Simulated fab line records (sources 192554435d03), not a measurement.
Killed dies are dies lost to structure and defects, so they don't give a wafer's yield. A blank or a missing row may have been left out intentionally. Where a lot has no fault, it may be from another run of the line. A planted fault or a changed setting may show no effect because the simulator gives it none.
Which of the tools did it? :: flow n5Finfet :: route of 1938 steps, sampled at 1 step: 12 lots, 36 wafers

== WHAT EACH GAUGE READ, for each wafer ==
N5_BEOL_M8_INSPECT_58: inspects for defects (darkfield).
lot: L075
measured: day 11 18:44
on: defectInspect-01
rawDefectCount: 62 71 72

lot: L076
measured: day 12 04:19
on: defectInspect-01
rawDefectCount: 68 36 45

lot: L079
measured: day 12 12:43
on: defectInspect-02
rawDefectCount: 56 58 64

lot: L082
measured: day 13 01:57
on: defectInspect-01
rawDefectCount: 71 89 94

lot: L081
measured: day 13 14:40
on: defectInspect-01
rawDefectCount: 35 43 66

lot: L085
measured: day 14 03:02
on: defectInspect-02
rawDefectCount: 54 70 100

lot: L087
measured: day 14 20:50
on: defectInspect-02
rawDefectCount: 47 52 52

lot: L086
measured: day 15 05:52
on: defectInspect-02
rawDefectCount: 35 27 39

lot: L093
measured: day 15 22:47
on: defectInspect-01
rawDefectCount: 68 73 71

lot: L090
measured: day 16 05:37
on: defectInspect-02
rawDefectCount: 67 42 48

lot: L096
measured: day 16 19:11
on: defectInspect-01
rawDefectCount: 62 37 80

lot: L095
measured: day 17 11:59
on: defectInspect-02
rawDefectCount: 52 50 108

== TOOL THAT RAN EACH LOT (tool first, then ch and the chambers of the sampled wafers, then the start) ==
The record holds no process step before these readings.

== THE ANSWER, worked out from the rows above alone ==
Rule: what is usual is taken from the lots themselves. The widest of any qualifying gaps counts: lots, ordered by their means at a reading, are off when they make up no more than a third of the lots, leave a main group of 4 or more, and stand apart from it by 3 or more times the standard deviation of that group's means. A main group whose means are all the same, to the digits that the tables above print for the reading, isn't used. Also off: a lot with no number at a reading for which 4 or more lots have one. All remaining lots with rows at the step are treated as sound.
No lot is off at any reading shown: from this, nothing can be told.

== WHAT THE SIMULATOR PUT IN ==
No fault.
